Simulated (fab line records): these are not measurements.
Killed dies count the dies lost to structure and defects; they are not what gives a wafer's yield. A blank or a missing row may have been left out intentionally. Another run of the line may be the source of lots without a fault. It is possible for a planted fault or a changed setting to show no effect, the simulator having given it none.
8D (eight disciplines) problem report, filled in by code :: flow nand-harc :: the parts of the form that need people (team, actions taken, sign-off) are left out

== 1. WHAT WENT WRONG ==
Wafers without a fault read 59, standard deviation 24; killed-at-array at NHARC_END_SORT_01 reads a mean of 229 on 6 wafers belonging to 2 lots. That puts it +7.1 standard deviations away from the usual mean.
Seen first at day 28 12:50 on prober-01, wafer L108.1. The record holds 6 wafers of 2 lots with a number at this step. Rule for "out", or "out of limits": more than 4 standard deviations from the usual mean. The rest of the wafers with a number are treated as sound.

== 2. WHAT IT IS, AND WHAT IT ISN'T ==
question: which readings at this step
is: killed-at-array, killed-dies
is not: killed-at-other, killed-at-periphery, killed-open

question: which lots
is: L106, L108
is not: -

question: which wafers of those lots
is: all that have a number
is not: -

question: read on which gauges
is: prober-01, prober-02
is not: -

question: when
is: from day 28 12:50
is not: up to then (0 sound wafers)

== 3. SUSPECTS, AND WHAT RULES EACH OUT ==
Counting: a tool at a process step up to the reading stays a suspect if it ran every lot that is out and no sound lot after the first of them.
- the gauge at NHARC_END_SORT_01 is ruled out. Those wafers that are out were read across 2 gauges (prober-01, prober-02).
- pecvd-onon-04 at NHARC_A_ONON_D2_DEP_12 (target thk 1000 nm): kept. It ran every lot that is out, first L106 (day 16 01:58), and no sound lot after that.
- plasma-asher-02 at NHARC_THIN_TSV_STRIP_62 (strips in N2/H2, time 20 s): kept. It ran every lot that is out, first L106 (day 28 00:27), and no sound lot after that.
- pvd-sputter-02 at NHARC_THIN_TSV_PVD_19 (deposits TaN, target thk 20 nm): kept. It ran every lot that is out, first L106 (day 28 03:47), and no sound lot after that. NHARC_THIN_TSV_PVD_19 gives no start for some lots, so the hours and the order of its lots are those of NHARC_THIN_TSV_CD_MEAS_33.
Still standing after the count: pecvd-onon-04 at NHARC_A_ONON_D2_DEP_12, plasma-asher-02 at NHARC_THIN_TSV_STRIP_62, pvd-sputter-02 at NHARC_THIN_TSV_PVD_19.

== 4. THE CAUSE (what the simulator had put in) ==
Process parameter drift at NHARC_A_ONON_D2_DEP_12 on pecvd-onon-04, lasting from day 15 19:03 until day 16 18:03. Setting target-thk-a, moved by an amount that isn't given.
This tool is one of the 3 suspects left after counting.

== 5. THE EFFECT CHAIN, in route order ==
Each row: a reading whose mean over the struck wafers that have a number lies more than 3 standard deviations from the usual. Only readings for which the record gives a usual standard deviation are gone through. hours: the time from each lot's start at the first step in this table that gives one to its start at this step, as a median over the lots. sigmas: the change in usual standard deviations.
hours: 0
step: NHARC_END_SORT_01
reading: killed-at-array
usual: 59
on struck wafers: 229
change: +170
sigmas: +7.1

hours: 0
step: NHARC_END_SORT_01
reading: killed-dies
usual: 63
on struck wafers: 235
change: +172
sigmas: +7.2

== 6. HOW IT WOULD HAVE BEEN CAUGHT EARLIER ==
Counted from the fault's start at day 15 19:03, it took 306 hours until the first out-of-limits reading at a measuring or inspecting step in this record, taken at day 28 12:50.
By day 28 12:50 the whole set of lots that are out, 2 in number, had already begun NHARC_A_ONON_D2_DEP_12 on pecvd-onon-04. A hold on the tool at that time would have spared none of them.
